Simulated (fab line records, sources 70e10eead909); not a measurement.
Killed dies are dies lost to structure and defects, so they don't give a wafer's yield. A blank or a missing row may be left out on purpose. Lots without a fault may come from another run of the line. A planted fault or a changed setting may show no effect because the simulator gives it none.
Chamber matching | flow nand_harc | NHARC_A_CHANNEL_FILL_D1_CMP_10 on cmp-04: 4 sister chambers
The step polishes, target thk 150 nm. 4 wafers are shown with their chamber, then 12 later ones without.

WAFERS WITH THEIR CHAMBER
wafer  | chamber | motor_current_A (A)
L086.4 | 2       | 13.3
L087.2 | 0       | 10.8
L087.3 | 3       | 9.1
L087.5 | 1       | 12.8

WAFERS WITHOUT THEIR CHAMBER
wafer  | motor_current_A (A)
L089.2 | 11.2
L089.3 | 13.5
L089.4 | 9.5
L092.1 | 13.9
L092.3 | 12.7
L092.6 | 8.8
L093.1 | 9.0
L093.4 | 13.4
L093.6 | 9.7
L095.1 | 11.1
L095.3 | 13.6
L095.5 | 10.9

WHICH CHAMBER EACH WENT THROUGH
wafer  | from the rows above     | in truth
L089.2 | 0                       | 0
L089.3 | can't be placed: 2 or 1 | 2
L089.4 | 3                       | 3
L092.1 | can't be placed: 2 or 1 | 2
L092.3 | can't be placed: 1 or 2 | 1
L092.6 | 3                       | 3
L093.1 | 3                       | 3
L093.4 | can't be placed: 2 or 1 | 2
L093.6 | can't be placed: 3 or 0 | 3
L095.1 | 0                       | 0
L095.3 | can't be placed: 2 or 1 | 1
L095.5 | 0                       | 0
Placed correctly: 6 of 12. Can't be placed from these rows: 6 (the true chamber is among the candidates in 6). Placed wrongly: 0.
How it was worked out, from the rows above alone: a wafer's distance from a chamber is the root of the sum, over the readings, of the square of ((its reading less the chamber's mean) divided by the reading's scatter). The wafer belongs to the nearest chamber; if the next one is less than 2 further off, it can't be placed. A chamber's mean is the mean of its shown wafers. The scatter: with one shown wafer a chamber, the root of the mean of the squares of how far each hidden wafer lies from its nearest shown one.
